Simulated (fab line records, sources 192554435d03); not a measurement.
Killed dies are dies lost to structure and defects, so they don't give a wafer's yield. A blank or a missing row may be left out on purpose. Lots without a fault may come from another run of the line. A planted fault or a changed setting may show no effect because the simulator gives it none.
Chamber matching | flow n5_finfet | N5_BEOL_M9_ALD_74 on ald_metal-01: 4 sister chambers
The step deposits TaN, target thk 2 nm, pulse time 2 s, purge time 3 s. 4 wafers are shown with their chamber, then 11 later ones without.

WAFERS WITH THEIR CHAMBER
wafer  | chamber | heater_power_outer_w (W)
L090.1 | 0       | 187
L090.3 | 3       | 227
L091.5 | 1       | 266
L094.1 | 2       | 218

WAFERS WITHOUT THEIR CHAMBER
wafer  | heater_power_outer_w (W)
L094.2 | 259
L094.4 | 180
L093.1 | 262
L093.2 | 227
L093.5 | 216
L095.1 | 186
L095.3 | 262
L095.4 | 224
L097.3 | 212
L097.5 | 176
L097.6 | 239

WHICH CHAMBER EACH WENT THROUGH
wafer  | from the rows above     | in truth
L094.2 | 1                       | 1
L094.4 | 0                       | 0
L093.1 | 1                       | 1
L093.2 | can't be placed: 3 or 2 | 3
L093.5 | can't be placed: 2 or 3 | 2
L095.1 | 0                       | 0
L095.3 | 1                       | 1
L095.4 | can't be placed: 3 or 2 | 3
L097.3 | can't be placed: 2 or 3 | 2
L097.5 | 0                       | 0
L097.6 | can't be placed: 3 or 2 | 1
Placed correctly: 6 of 11. Can't be placed from these rows: 5 (the true chamber is among the candidates in 4). Placed wrongly: 0.
How it was worked out, from the rows above alone: a wafer's distance from a chamber is the root of the sum, over the readings, of the square of ((its reading less the chamber's mean) divided by the reading's scatter). The wafer belongs to the nearest chamber; if the next one is less than 2 further off, it can't be placed. A chamber's mean is the mean of its shown wafers. The scatter: with one shown wafer a chamber, the root of the mean of the squares of how far each hidden wafer lies from its nearest shown one.
